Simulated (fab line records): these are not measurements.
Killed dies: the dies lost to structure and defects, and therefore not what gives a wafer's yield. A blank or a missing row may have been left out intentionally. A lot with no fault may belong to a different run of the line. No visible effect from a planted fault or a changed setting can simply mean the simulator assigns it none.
fab line records	flow n5Finfet	part 2 of 2: steps 4 to 6 of 6
record lots=21	wafers=63	lastDay=17
route steps=1938 shown HKMG_FIN@451 GATE_CUT@490 MOL_CONTACT_COAG@549
lots untouched by any fault: they come from a run of this same line in which no faults occurred
startH: hours from the record's opening day to when the first of the lot's shown wafers began	waitH: hours since the lot's step before	" identical to the entry in the row above	L1.1+2: a row that stands for several wafers	- no value, or no start given	* or withheld: withheld	< > ~ a bound
route shown NAME@n: a module of which the file shows steps, and the number in the route of the first	usual: mean/standard deviation taken from wafers without a fault	same: alike in all rows	chamber/n: place in a boat	sites: per-site readings	_std_site: their standard deviation	_edge_site: mean of outer sites minus mean of inner sites	radiusMm: for every site, how far away it sits from the centre of the wafer	mask NAME#n: copy n	behind: the most recent tool/chamber to have shaped the wafer	hold: what put the lot on hold/how long, in hours/how the hold closed	device: the n, p or np transistor that did not switch	end of line: the tests these same wafers got at the end of their route	where a step has no rows: the recipe by itself	killed: count of dies lost to structure and defects at first sort (not the wafer's yield)	map: per-die view of a wafer (x killed, . not killed, _ where there is no die)
set.NAME: the run value of the setting; set.NAME@STEP: its run value at that earlier step	model.NAME: the simulator's own value behind a step, which no gauge read
a sample of lots followed through the steps of the route, with each step as a table and each wafer as a row
services: the hour from which a tool's chamber was out of use, counted from the record's first day as startH (under 0 if before that day), plus the number of hours and why
## steps
# step N5_GATE_CUT_ETCH_19
# recipe chemistry=CH3F/O2	target=SiNx	maskMaterial=SiO2	targetDepthA=537	timeS=76.7	pressureMtorr=30	sourceW=395	biasW=73	Ar_flow_sccm=150	CH3F_flow_sccm=30	O2_flow_sccm=20	ionEnergyEv=120	ends=cleared
# usual biasW=73.01/0.22	drypumpMotorCurrentA=5.8/0.42	etchRfOnTimeS=77.3/2.3	oes_o_777_au=0.77/0.076	oesProductAu=0.65/0.07	rfVppV=296/9.9	showerheadPlenumPTorr=2.02/0.058	throttleValvePct=16.41/0.19
lot.wafer	tool	chamber	startH	waitH	biasW	drypumpMotorCurrentA	etchRfOnTimeS	oes_o_777_au	oesProductAu	rfHoursCounterH	rfVppV	showerheadPlenumPTorr	throttleValvePct
L074.2	rieDiel-03	0	86.63	0.0	72.94	6.1	79.6	0.78	0.65	134	289	2.08	16.13
L074.3	"	2	"	"	72.68	6.4	76.7	0.76	0.64	139	301	2.00	16.30
L074.5	"	1	"	"	73.05	5.7	78.2	0.74	0.64	-	293	1.99	16.55
L075.1	rieDiel-01	0	89.43	0.0	73.16	5.1	75.2	0.80	0.65	148	289	2.09	16.28
L075.3	"	1	"	"	72.96	5.6	80.5	0.75	0.59	219	279	1.97	16.24
L075.5	"	0	"	"	72.95	5.1	74.8	0.81	0.65	-	289	2.09	16.28
L076.1	rieDiel-01	0	94.91	0.0	72.69	5.1	74.6	0.80	0.65	151	290	2.09	16.30
L076.3	"	2	"	"	73.02	5.4	76.2	0.89	0.76	36	304	2.03	16.40
L076.5	"	0	"	"	72.90	5.1	75.3	0.80	0.65	-	290	2.09	16.29
L077.1	rieDiel-03	1	101.73	0.0	72.80	5.7	78.9	0.74	0.63	150	289	1.99	16.57
L077.3	"	0	"	"	73.07	6.1	78.7	0.77	0.66	138	288	2.08	16.14
L077.6	"	3	"	"	72.89	6.5	78.2	0.92	0.81	-	300	2.14	16.11
L078.1	rieDiel-02	1	111.79	0.0	73.21	5.7	79.5	0.75	0.62	169	283	1.93	16.64
L078.3	"	0	"	"	72.90	5.9	74.7	0.73	0.60	221	312	2.04	16.46
L078.6	"	2	"	"	73.04	6.0	75.6	0.76	0.66	-	295	2.09	16.45
L079.1	rieDiel-03	2	116.77	0.0	73.03	6.4	75.7	0.76	0.64	148	303	2.00	16.30
L079.3	"	0	"	"	72.81	6.1	79.4	0.77	0.65	143	289	2.08	16.15
L079.6	"	3	"	"	73.00	6.6	79.2	0.91	0.79	-	299	2.14	16.14
L080.1	rieDiel-03	1	123.88	0.0	73.04	5.7	78.8	0.74	0.62	157	291	1.99	16.59
L080.3	"	2	"	"	72.86	6.4	77.0	0.75	0.63	151	301	2.00	16.31
L080.5	"	1	"	"	73.08	5.7	79.4	0.73	0.62	-	292	1.99	16.58
L081.2	rieDiel-01	1	126.33	0.0	72.98	5.7	80.4	0.74	0.58	232	279	1.97	16.26
L081.3	"	0	"	"	73.12	5.1	75.0	0.79	0.64	161	289	2.09	16.31
L081.5	"	3	"	"	73.17	6.4	79.9	0.68	0.58	-	295	1.96	16.41
L082.1	rieDiel-02	2	136.21	0.0	73.23	6.0	76.1	0.75	0.65	162	294	2.09	16.46
L082.2	"	3	"	"	73.06	5.7	75.8	0.69	0.60	195	311	1.97	16.72
L082.3	"	1	"	"	73.09	5.7	79.6	0.75	0.61	175	283	1.93	16.68
L083.2	rieDiel-01	1	140.91	0.0	73.09	5.6	81.0	0.73	0.58	237	277	1.97	16.26
L083.4	"	2	"	"	72.92	5.4	75.1	0.87	0.75	-	304	2.02	16.43
L083.5	"	3	"	"	72.69	6.3	80.1	0.68	0.58	-	296	1.96	16.41
L085.3	rieDiel-01	1	150.64	0.0	73.05	5.6	79.8	0.73	0.58	239	278	1.96	16.25
L085.4	"	2	"	"	73.08	5.5	75.8	0.86	0.75	54	306	2.02	16.42
L085.6	"	1	"	"	73.01	5.7	79.9	0.73	0.57	-	277	1.96	16.26
L087.1	rieDiel-01	2	161.30	0.0	72.80	5.4	75.1	0.85	0.75	57	306	2.02	16.45
L087.3	"	0	"	"	73.21	5.1	74.6	0.78	0.64	169	291	2.09	16.32
L087.6	"	0	"	"	73.25	5.1	75.3	0.78	0.64	-	290	2.09	16.33
L088.1	rieDiel-02	3	167.25	0.0	73.07	5.8	74.9	0.69	0.60	206	309	1.97	16.76
L088.3	"	1	"	"	72.94	5.7	79.3	0.73	0.61	186	283	1.92	16.69
L088.5	"	3	"	"	72.90	5.8	74.5	0.69	0.60	-	309	1.97	16.74
L089.4	rieDiel-01	2	174.14	0.0	73.18	5.4	75.7	0.85	0.74	62	304	2.02	16.45
L089.5	"	1	"	"	73.11	5.6	80.1	0.73	0.57	-	278	1.96	16.28
L089.6	"	2	"	"	73.04	5.4	75.6	0.86	0.74	-	304	2.02	16.46
L090.1	rieDiel-03	3	178.90	0.0	72.52	6.6	81.0	0.87	0.75	34	299	2.13	16.15
L090.2	"	0	"	"	72.94	6.1	80.4	0.76	0.63	161	287	2.07	16.19
L090.5	"	2	"	"	72.99	6.4	77.2	0.74	0.62	-	302	1.99	16.33
L091.2	rieDiel-02	0	186.37	0.0	73.51	5.9	73.3	0.72	0.60	246	312	2.03	16.49
L091.3	"	2	"	"	72.60	6.0	74.9	0.74	0.64	179	296	2.08	16.49
L091.4	"	1	"	"	73.30	5.7	78.4	0.72	0.60	193	284	1.92	16.70
L092.2	rieDiel-01	3	191.83	0.0	72.91	6.3	79.5	0.67	0.57	247	295	1.96	16.47
L092.5	"	0	"	"	73.00	5.1	75.2	0.77	0.63	-	290	2.08	16.33
L092.6	"	2	"	"	72.89	5.4	75.1	0.84	0.74	-	305	2.02	16.48
L094.1	rieDiel-03	0	205.24	0.0	72.71	6.1	79.9	0.75	0.63	168	289	2.07	16.20
L094.4	"	1	"	"	73.23	5.7	80.0	0.71	0.61	178	291	1.98	16.61
L094.6	"	1	"	"	73.43	5.7	79.3	0.72	0.62	-	291	1.98	16.61
L095.1	rieDiel-01	3	208.91	0.0	72.83	6.4	79.8	0.67	0.57	254	295	1.95	16.46
L095.3	"	2	"	"	73.05	5.4	74.5	0.84	0.73	75	303	2.02	16.49
L095.4	"	2	"	"	73.23	5.5	74.6	0.83	0.73	-	305	2.02	16.48
L096.1	rieDiel-01	0	222.24	0.0	73.17	5.1	75.4	0.76	0.63	191	289	2.08	16.37
L096.3	"	2	"	"	73.52	5.5	74.9	0.84	0.73	81	306	2.01	16.49
L096.4	"	1	"	"	73.15	5.6	78.0	1.02	0.81	-	278	1.96	15.83
L097.2	rieDiel-02	3	228.77	0.0	72.90	5.8	75.6	0.68	0.59	225	310	1.96	16.80
L097.5	"	3	"	"	72.84	5.8	75.1	0.68	0.59	-	311	1.96	16.80
L097.6	"	0	"	"	73.17	5.9	73.2	0.99	0.83	-	311	2.03	15.94
# step N5_MOL_CONTACT_COAG_ANNEAL_113
# recipe tempC=400	timeS=300	ambient=H2/N2
# usual lampPowerPct=2.74/0.082	lamp_zone_2_pct=2.74/0.082	wafer_temp_C_max=401.8/0.63
lot.wafer	tool	chamber	startH	waitH	lampPowerPct	lamp_zone_2_pct	wafer_temp_C_max
L074.2	rtpAnneal-02	0	96.47	0.7	2.68	2.68	401.9
L074.3	"	0	"	"	2.68	2.68	401.3
L074.5	"	0	"	"	2.68	2.68	401.2
L075.1	rtpAnneal-01	0	97.17	0.4	2.85	2.85	402.8
L075.3	"	0	"	"	2.85	2.84	402.0
L075.5	"	0	"	"	2.84	2.85	402.3
L076.1	rtpAnneal-02	0	105.95	0.3	2.68	2.67	401.1
L076.3	"	0	"	"	2.68	2.68	401.1
L076.5	"	0	"	"	2.68	2.68	401.1
L077.1	rtpAnneal-02	0	110.43	0.3	2.68	2.68	401.7
L077.3	"	0	"	"	2.68	2.68	401.8
L077.6	"	0	"	"	2.68	2.68	402.3
L078.1	rtpAnneal-02	0	118.60	0.7	2.68	2.68	401.4
L078.3	"	0	"	"	2.68	2.68	401.8
L078.6	"	0	"	"	2.68	2.69	401.8
L079.1	rtpAnneal-01	0	123.92	0.6	2.85	2.85	402.2
L079.3	"	0	"	"	2.85	2.85	401.9
L079.6	"	0	"	"	2.85	2.85	402.1
L080.1	rtpAnneal-02	0	132.20	0.3	2.68	2.68	401.3
L080.3	"	0	"	"	2.68	2.68	401.5
L080.5	"	0	"	"	2.68	2.68	401.4
L081.2	rtpAnneal-02	0	133.25	0.6	2.68	2.68	401.1
L081.3	"	0	"	"	2.68	2.68	401.4
L081.5	"	0	"	"	2.68	2.68	401.7
L082.1	rtpAnneal-02	0	144.02	0.4	2.68	2.68	401.2
L082.2	"	0	"	"	2.68	2.68	400.7
L082.3	"	0	"	"	2.68	2.68	400.9
L083.2	rtpAnneal-01	0	147.47	0.5	2.85	2.85	403.1
L083.4	"	0	"	"	2.85	2.84	403.1
L083.5	"	0	"	"	2.85	2.84	402.8
L085.3	rtpAnneal-01	0	157.99	0.6	2.85	2.85	402.1
L085.4	"	0	"	"	2.85	2.85	401.6
L085.6	"	0	"	"	2.85	2.85	402.4
L087.1	rtpAnneal-02	0	169.60	0.3	2.68	2.68	401.5
L087.3	"	0	"	"	2.68	2.68	401.9
L087.6	"	0	"	"	2.68	2.68	401.7
L088.1	rtpAnneal-02	0	175.07	0.6	2.68	2.68	401.6
L088.3	"	0	"	"	2.68	2.68	401.6
L088.5	"	0	"	"	2.68	2.68	401.0
L089.4	rtpAnneal-02	0	181.32	0.5	2.68	2.68	401.4
L089.5	"	0	"	"	2.69	2.68	401.9
L089.6	"	0	"	"	2.68	2.68	401.4
L090.1	rtpAnneal-02	0	185.89	0.3	2.68	2.68	401.5
L090.2	"	0	"	"	2.68	2.68	401.3
L090.5	"	0	"	"	2.68	2.68	401.5
L091.2	rtpAnneal-02	0	194.25	0.5	2.67	2.67	401.7
L091.3	"	0	"	"	2.68	2.68	401.9
L091.4	"	0	"	"	2.68	2.68	401.2
L092.2	rtpAnneal-01	0	200.10	0.5	2.85	2.85	402.2
L092.5	"	0	"	"	2.85	2.85	402.1
L092.6	"	0	"	"	2.85	2.85	402.4
L094.1	rtpAnneal-02	0	213.28	0.3	2.68	2.68	401.2
L094.4	"	0	"	"	2.68	2.68	401.2
L094.6	"	0	"	"	2.68	2.68	401.1
L095.1	rtpAnneal-01	0	215.90	0.3	2.85	2.85	403.3
L095.3	"	0	"	"	2.85	2.85	402.4
L095.4	"	0	"	"	2.84	2.85	402.1
L096.1	rtpAnneal-02	0	228.56	0.3	2.68	2.69	401.5
L096.3	"	0	"	"	2.68	2.68	401.1
L096.4	"	0	"	"	2.68	2.68	401.2
L097.2	rtpAnneal-02	0	236.38	0.5	2.68	2.68	401.3
L097.5	"	0	"	"	2.68	2.68	401.5
L097.6	"	0	"	"	2.68	2.68	401.2
# step N5_MOL_CONTACT_COAG_CD_MEAS_40
# recipe targetCdNm=25.1	landingEnergyEv=500	detector=seInlens	polarity=opening
# usual cdNm=24.97/0.26
lot.wafer	tool	chamber	startH	waitH	cdNm
L074.2	cdSem-01	0	104.41	-	24.37
L074.3	"	0	"	"	24.68
L074.5	"	0	"	"	24.83
L075.1	cdSem-01	0	105.72	-	24.84
L075.3	"	0	"	"	25.41
L075.5	"	0	"	"	24.92
L076.1	cdSem-01	0	112.36	-	24.58
L076.3	"	0	"	"	25.05
L076.5	"	0	"	"	25.16
L077.1	cdSem-02	0	117.09	-	25.21
L077.3	"	0	"	"	24.35
L077.6	"	0	"	"	24.23
L078.1	cdSem-02	0	127.13	-	24.85
L078.3	"	0	"	"	24.85
L078.6	"	0	"	"	24.64
L079.1	cdSem-02	0	131.18	-	24.89
L079.3	"	0	"	"	24.90
L079.6	"	0	"	"	25.06
L080.1	cdSem-01	0	140.10	-	25.16
L080.3	"	0	"	"	25.30
L080.5	"	0	"	"	25.02
L081.2	cdSem-03	0	140.70	-	24.44
L081.3	"	0	"	"	24.75
L081.5	"	0	"	"	24.61
L082.1	cdSem-03	0	151.33	-	24.85
L082.2	"	0	"	"	24.78
L082.3	"	0	"	"	25.31
L083.2	cdSem-02	0	155.67	-	25.08
L083.4	"	0	"	"	25.32
L083.5	"	0	"	"	25.07
L085.3	cdSem-02	0	165.84	-	24.83
L085.4	"	0	"	"	25.07
L085.6	"	0	"	"	25.26
L087.1	cdSem-01	0	177.24	-	24.82
L087.3	"	0	"	"	24.92
L087.6	"	0	"	"	25.13
L088.1	cdSem-01	0	183.11	-	24.79
L088.3	"	0	"	"	25.09
L088.5	"	0	"	"	25.09
L089.4	cdSem-01	0	190.48	-	25.16
L089.5	"	0	"	"	25.19
L089.6	"	0	"	"	25.22
L090.1	cdSem-03	0	195.65	-	24.73
L090.2	"	0	"	"	24.78
L090.5	"	0	"	"	25.24
L091.2	cdSem-02	0	200.84	-	24.95
L091.3	"	0	"	"	24.79
L091.4	"	0	"	"	25.21
L092.2	cdSem-01	0	208.38	-	25.25
L092.5	"	0	"	"	25.19
L092.6	"	0	"	"	24.81
L094.1	cdSem-01	0	222.23	-	24.80
L094.4	"	0	"	"	25.46
L094.6	"	0	"	"	25.10
L095.1	cdSem-03	0	223.01	-	25.02
L095.3	"	0	"	"	25.43
L095.4	"	0	"	"	25.05
L096.1	cdSem-02	0	236.24	-	24.49
L096.3	"	0	"	"	24.81
L096.4	"	0	"	"	25.04
L097.2	cdSem-03	0	243.89	-	25.10
L097.5	"	0	"	"	24.68
L097.6	"	0	"	"	24.84
## services
tool	chamber	startH	hours	kind
rieDiel-05	-	61.60	0.2	repair
cmp-01	-	65.68	3.9	repair
rieDiel-01	3	70.53	31.2	repair
cmp-02	-	88.35	3.7	repair
cmp-01	-	106.98	32.5	repair
rieDiel-04	0	138.65	5.3	repair
rieDiel-01	0	140.58	7.1	repair
rieDiel-01	-	143.86	3.3	repair
rieDiel-06	0	147.08	5.7	repair
rieDiel-03	1	147.36	3.3	repair
rieDiel-03	-	160.73	0.5	repair
cmp-01	-	171.90	0.8	repair
rieDiel-01	1	187.49	-	clean
rieDiel-01	1	187.49	-	consumableReplace:focusRing
cmp-01	-	196.55	4.0	pm
rieDiel-03	-	198.08	1.1	repair
rieDiel-03	-	199.54	2.6	repair
cmp-03	-	203.50	4.0	pm
rieDiel-01	3	213.02	48.6	repair
cmp-01	-	213.32	1.2	repair
rieDiel-03	0	216.61	2.9	repair
cmp-03	-	218.71	1.1	repair
cmp-03	-	221.52	5.1	pm
rieDiel-04	1	235.62	8.8	repair
